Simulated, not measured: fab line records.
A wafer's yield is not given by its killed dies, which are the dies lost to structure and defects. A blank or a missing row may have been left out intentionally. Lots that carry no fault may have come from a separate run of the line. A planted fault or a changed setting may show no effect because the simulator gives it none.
Which of the tools did it? -- flow n5-finfet -- 15 lots with 42 wafers sampled at 5 steps, on a route of 1938 steps

WHAT EACH GAUGE READ, for each wafer
N5_MOL_CONTACT_COAG_CD_MEAS_137: the cd target is 16 nm. Usual: cd-nm at 16.0 nm, with a standard deviation of 0.37.
lot,measured,on,cd-nm (nm),flag
L939,day 5 06:17,cd-sem-03,15.6 16.1 16.0,
L940,day 5 11:40,cd-sem-03,15.5 15.7 16.3,
L941,day 5 18:59,cd-sem-03,15.4 16.4 15.6,
L942,day 6 00:29,cd-sem-01,16.2 16.6 16.6,
L943,day 6 06:24,cd-sem-03,16.2 16.2 16.3,
L944,day 6 12:37,cd-sem-03,15.8 15.9 16.5,
L945,day 6 16:15,cd-sem-02,15.9 15.6 16.2,
L946,day 7 04:01,cd-sem-03,16.3 15.8 16.1,
L947,day 7 07:40,cd-sem-03,16.1 16.4 15.7,
L949,day 7 20:50,cd-sem-01,15.7 16.4 16.0,
L953,day 8 17:55,cd-sem-02,15.5 15.3,
L954,day 9 03:14,cd-sem-02,15.9 16.2,
L956,day 9 12:16,cd-sem-03,15.5 15.9,
L957,day 9 12:36,cd-sem-01,15.6 15.7 15.6,
L962,day 10 18:23,cd-sem-03,15.8 16.6 15.7,

N5_BEOL_M4_RC_MEAS_101. Usual: DIBL_N 36.0 mV/V, standard deviation 1.7; DIBL_P 36.0 mV/V, standard deviation 2; IOFF_N 0.156 nA/um, standard deviation 0.028; IOFF_P 0.21 nA/um, standard deviation 0.04; ION_N 673 uA/um, standard deviation 12; ION_P 463 uA/um, standard deviation 8.3; SS_N 71.4 mV/dec, standard deviation 0.6; SS_P 73.3 mV/dec, standard deviation 0.66; VT_N 250 mV, standard deviation 3; VT_P -250 mV, standard deviation 3.8.
lot,measured,on,DIBL_N (mV/V),DIBL_P (mV/V),IOFF_N (nA/um),IOFF_P (nA/um),ION_N (uA/um),ION_P (uA/um),SS_N (mV/dec),SS_P (mV/dec),VT_N (mV),VT_P (mV),flag
L939,day 7 21:32,prober-01,35.2 33.2 33.7,35.4 33.1 34.3,0.146 0.118 0.132,0.20 0.16 0.19,668 661 667,470 461 458,71.2 70.4 71.0,73.2 73.0 72.7,252 254 252,-250 -253 -250,
L940,day 8 05:31,prober-01,33.3 35.7 35.2,32.2 35.4 34.4,0.102 0.135 0.136,0.17 0.20 0.20,653 654 666,460 456 459,70.6 72.1 71.4,72.2 73.7 72.7,256 254 254,-253 -251 -249,
L941,day 8 01:18,prober-02,35.8 38.5 35.0,35.5 39.1 35.3,0.155 0.207 0.146,0.16 0.22 0.17,674 680 668,460 454 454,72.5 72.3 70.5,73.2 74.7 73.0,250 248 248,-257 -251 -256,
L942,day 8 11:33,prober-02,36.9 36.9 34.7,36.3 35.9 34.3,0.167 0.153 0.123,0.18 0.18 0.16,677 660 672,461 448 457,71.3 71.9 70.7,73.6 73.7 72.6,250 255 254,-254 -255 -254,
L943,day 8 13:30,prober-01,36.4 35.6 35.0,39.0 36.4 36.8,0.167 0.153 0.141,0.26 0.22 0.21,684 667 660,469 466 462,72.0 71.8 70.9,73.6 72.4 73.0,249 253 251,-245 -247 -249,
L944,day 8 22:27,prober-01,34.8 37.8 35.3,33.7 38.1 34.2,0.118 0.169 0.136,0.18 0.24 0.18,652 669 672,454 465 463,71.3 72.4 71.1,73.1 73.7 72.9,255 250 250,-252 -246 -252,
L945,day 9 11:20,prober-02,39.3 36.9 38.1,39.6 36.2 36.6,0.205 0.154 0.160,0.27 0.21 0.21,676 662 662,471 456 455,72.0 71.2 71.5,75.0 74.1 74.0,248 254 254,-247 -253 -254,
L946,day 9 17:29,prober-01,36.7 38.2 37.4,35.6 37.2 36.1,0.160 0.192 0.167,0.20 0.23 0.21,682 669 680,462 458 463,72.3 71.8 71.4,72.7 73.3 73.8,249 245 247,-252 -249 -249,
L947,day 9 16:02,prober-02,36.1 36.3 36.6,35.1 35.6 35.9,0.155 0.168 0.159,0.20 0.22 0.22,669 681 673,462 465 461,71.7 70.9 71.8,73.6 73.2 74.5,252 248 251,-251 -247 -250,
L949,day 10 11:10,prober-02,32.3 34.6 34.7,32.4 35.4 35.3,0.112 0.156 0.142,0.19 0.23 0.22,658 682 660,462 467 459,70.2 71.0 71.6,72.7 73.5 73.2,254 250 252,-249 -247 -247,
L953,day 11 05:26,prober-01,35.9 37.1,35.5 37.1,0.157 0.174,0.21 0.24,675 688,461 467,70.7 71.6,72.9 73.9,250 249,-250 -248,
L954,day 11 14:01,prober-02,38.0 33.9,39.2 34.5,0.202 0.133,0.22 0.16,691 667,464 457,72.0 70.4,74.4 73.4,245 251,-251 -256,
L956,day 12 10:09,prober-02,38.8 37.9,38.5 36.2,0.179 0.163,0.24 0.22,675 672,463 460,71.9 71.2,73.6 72.9,249 251,-250 -249,
L957,day 12 11:52,prober-01,34.1 33.2 32.0,35.3 33.7 32.7,0.130 0.116 0.098,0.16 0.15 0.13,660 672 652,447 451 450,71.4 71.2 70.7,72.9 72.9 72.6,252 251 257,-257 -256 -257,
L962,day 14 00:35,prober-02,36.8 36.1 36.3,37.8 37.0 36.7,0.184 0.167 0.166,0.23 0.21 0.21,694 684 680,471 464 459,71.0 71.1 71.8,73.2 72.9 73.4,246 248 247,-249 -251 -253,

WHAT TOOL EACH LOT RAN ON (gives the tool, then ch and the chambers of the sampled wafers, and finally the start)
lot,N5_MOL_CONTACT_COAG_ETCH_67,N5_MOL_CONTACT_COAG_CVD_140,N5_BEOL_M0_SAQP_PECVD_97
L939,"rie-diel-01 ch 0,2, day 5 07:14","cvd-w-02 ch 0,1, day 5 07:50","pecvd-03 ch 0,1, day 5 15:38"
L940,"rie-diel-01 ch 0,3, day 5 12:31","cvd-w-02 ch 0,1, day 5 13:07","pecvd-02 ch 1,2, day 5 17:44"
L941,"rie-diel-03 ch 1,3, day 5 20:03","cvd-w-01 ch 1, day 5 20:40","pecvd-02 ch 0,1,2, day 6 01:43"
L942,"rie-diel-06 ch 1,2,3, day 6 01:35","cvd-w-02 ch 0,1, day 6 02:12","pecvd-03 ch 1,2, day 6 07:14"
L943,"rie-diel-03 ch 1,2,3, day 6 08:10","cvd-w-02 ch 0,1, day 6 09:07","pecvd-03 ch 0,1,2, day 6 15:02"
L944,"rie-diel-03 ch 1,2,3, day 6 14:23","cvd-w-01 ch 0,1, day 6 14:59","pecvd-04 ch 0,1, day 6 21:07"
L945,"rie-diel-03 ch 1,3, day 6 17:11","cvd-w-02 ch 0,1, day 6 17:47","pecvd-04 ch 0,1,2, day 6 22:41"
L946,"rie-diel-03 ch 0,2, day 7 04:48","cvd-w-01 ch 0,1, day 7 05:25","pecvd-04 ch 0,1, day 7 10:18"
L947,"rie-diel-03 ch 0,2, day 7 08:35","cvd-w-02 ch 0,1, day 7 09:14","pecvd-02 ch 0,1,2, day 7 14:31"
L949,"rie-diel-01 ch 0,1,3, day 7 21:45","cvd-w-01 ch 0,1, day 7 22:26","pecvd-04 ch 1,2, day 8 03:46"
L953,"rie-diel-03 ch 3, day 8 18:43","cvd-w-01 ch 1, day 8 19:27","pecvd-04 ch 0,1, day 9 01:09"
L954,"rie-diel-01 ch 0,3, day 9 04:11","cvd-w-01 ch 0,1, day 9 04:47","pecvd-04 ch 1, day 9 09:54"
L956,"rie-diel-01 ch 0,3, day 9 13:04","cvd-w-01 ch 1, day 9 13:40","pecvd-03 ch 1,2, day 9 19:20"
L957,"rie-diel-03 ch 1,2, day 9 13:47","cvd-w-02 ch 0,1, day 9 14:24","pecvd-02 ch 0,1, day 9 22:50"
L962,"rie-diel-03 ch 0,1, day 10 19:18","cvd-w-02 ch 0,1, day 10 19:55","pecvd-04 ch 0,2, day 11 02:04"
- N5_MOL_CONTACT_COAG_ETCH_67: etches SOC in N2/H2, target depth 60 nm, overetch 21 nm, time 101.2 s.
- N5_MOL_CONTACT_COAG_CVD_140: deposits W, target thk 66.5 nm, time 215 s.
- N5_BEOL_M0_SAQP_PECVD_97: deposits SiNx from SiH4/NH3/N2, target thk 23 nm, time 19.9 s.

WHAT THE TOOLS THEMSELVES READ (means of the sampled wafers that have a number; where no wafer has one, the mark that the record gives instead)
N5_MOL_CONTACT_COAG_ETCH_67. Usual: bias-w 149.9 W, standard deviation 0.49; drypump-motor-current-A 5.8 A, standard deviation 0.44; oes-product-au 0.71 a.u., standard deviation 0.079; rf-vpp-V 524.4 V, standard deviation 1.7; showerhead-plenum-p-Torr 2.56 Torr, standard deviation 0.059; throttle-valve-pct 17.80 %, standard deviation 0.24.
lot,tool,bias-w (W),drypump-motor-current-A (A),oes-product-au (a.u.),rf-vpp-V (V),showerhead-plenum-p-Torr (Torr),throttle-valve-pct (%),flag
L939,rie-diel-01,149.9,6.2,0.59,525.1,2.59,18.04,
L940,rie-diel-01,149.9,5.9,0.60,524.6,2.56,18.04,
L941,rie-diel-03,149.9,5.9,0.72,522.8,2.49,17.78,
L942,rie-diel-06,149.8,5.8,0.67,525.5,2.63,18.00,
L943,rie-diel-03,149.8,5.7,0.72,523.8,2.53,17.80,
L944,rie-diel-03,149.7,5.7,0.71,523.6,2.53,17.80,
L945,rie-diel-03,150.0,5.9,0.69,522.3,2.49,17.79,
L946,rie-diel-03,150.0,5.7,0.80,525.6,2.60,17.83,
L947,rie-diel-03,149.5,5.5,0.78,525.8,2.60,17.82,
L949,rie-diel-01,149.6,6.2,0.63,524.0,2.57,17.84,
L953,rie-diel-03,149.6,5.7,0.80,522.1,2.49,17.50,
L954,rie-diel-01,149.4,6.1,0.69,523.9,2.56,17.84,
L956,rie-diel-01,150.8,6.1,0.68,524.5,2.56,17.84,
L957,rie-diel-03,150.1,5.8,0.72,523.7,2.52,17.81,
L962,rie-diel-03,150.6,5.9,0.73,524.1,2.54,17.87,

N5_MOL_CONTACT_COAG_CVD_140. Usual: heater-power-w 481 W, standard deviation 55; run-length-s 286.1 s, standard deviation 0.53.
lot,tool,heater-power-w (W),run-length-s (s),flag
L939,cvd-w-02,436,285.8,
L940,cvd-w-02,456,285.9,
L941,cvd-w-01,450,286.2,
L942,cvd-w-02,432,285.7,
L943,cvd-w-02,434,285.7,
L944,cvd-w-01,490,286.3,
L945,cvd-w-02,455,285.7,
L946,cvd-w-01,523,286.5,
L947,cvd-w-02,448,285.5,
L949,cvd-w-01,494,286.5,
L953,cvd-w-01,460,138.8,OFF
L954,cvd-w-01,526,212.5,OFF
L956,cvd-w-01,460,212.6,OFF
L957,cvd-w-02,438,286.0,
L962,cvd-w-02,461,285.5,

N5_BEOL_M0_SAQP_PECVD_97. Usual: heater-power-w 571 W, standard deviation 80; showerhead-plenum-p-Torr 5.15 Torr, standard deviation 0.059; throttle-valve-pct 39.2 %, standard deviation 1.4.
lot,tool,heater-power-w (W),showerhead-plenum-p-Torr (Torr),throttle-valve-pct (%),flag
L939,pecvd-03,660,5.07,38.9,
L940,pecvd-02,584,5.23,41.3,
L941,pecvd-02,581,5.24,40.0,
L942,pecvd-03,561,5.13,39.2,
L943,pecvd-03,601,5.10,39.2,
L944,pecvd-04,477,5.15,39.6,
L945,pecvd-04,532,5.15,38.5,
L946,pecvd-04,438,5.17,40.0,
L947,pecvd-02,580,5.22,40.0,
L949,pecvd-04,504,5.14,38.1,
L953,pecvd-04,468,5.15,39.6,
L954,pecvd-04,473,5.14,39.0,
L956,pecvd-03,614,5.12,39.4,
L957,pecvd-02,591,5.19,39.6,
L962,pecvd-04,594,5.14,37.6,

THE ANSWER, worked out from the rows above alone
Rule: take the mean of a lot's wafers that have a number; if it is more than 3 standard deviations from the usual mean, the lot is off. Also off: a lot with no number at a reading for which 4 or more lots have one. Any other lot the step has rows for is counted as sound. Order of review: gauges by route order, followed by the tools' own readings, for which a lot's mean as printed above is used. The first step at which some lot is off is used, and at that step the reading that is off furthest; a lot without a number counts as furthest.
Off: L953, L954, L956, at N5_MOL_CONTACT_COAG_CVD_140 (run-length-s).
If a tool, at that step or one of the process steps before it, ran each lot that is off and ran no sound lot following the first of them, it fits. One fits: cvd-w-01 at N5_MOL_CONTACT_COAG_CVD_140. Its last sound lot is L949 (day 7 22:26), its first lot that is off L953 (day 8 19:27): a fault that began between those two fits.
On the lots that are off, the tool's own readings at N5_MOL_CONTACT_COAG_CVD_140 differ by more than 5 times the standard deviation of the sound lots' means, which bears it out; run-length-s reads 188.0 s there versus 285.9 s on the sound lots.

WHAT THE SIMULATOR PUT IN
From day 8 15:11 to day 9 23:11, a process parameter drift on cvd-w-01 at N5_MOL_CONTACT_COAG_CVD_140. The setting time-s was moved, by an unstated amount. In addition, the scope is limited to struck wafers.
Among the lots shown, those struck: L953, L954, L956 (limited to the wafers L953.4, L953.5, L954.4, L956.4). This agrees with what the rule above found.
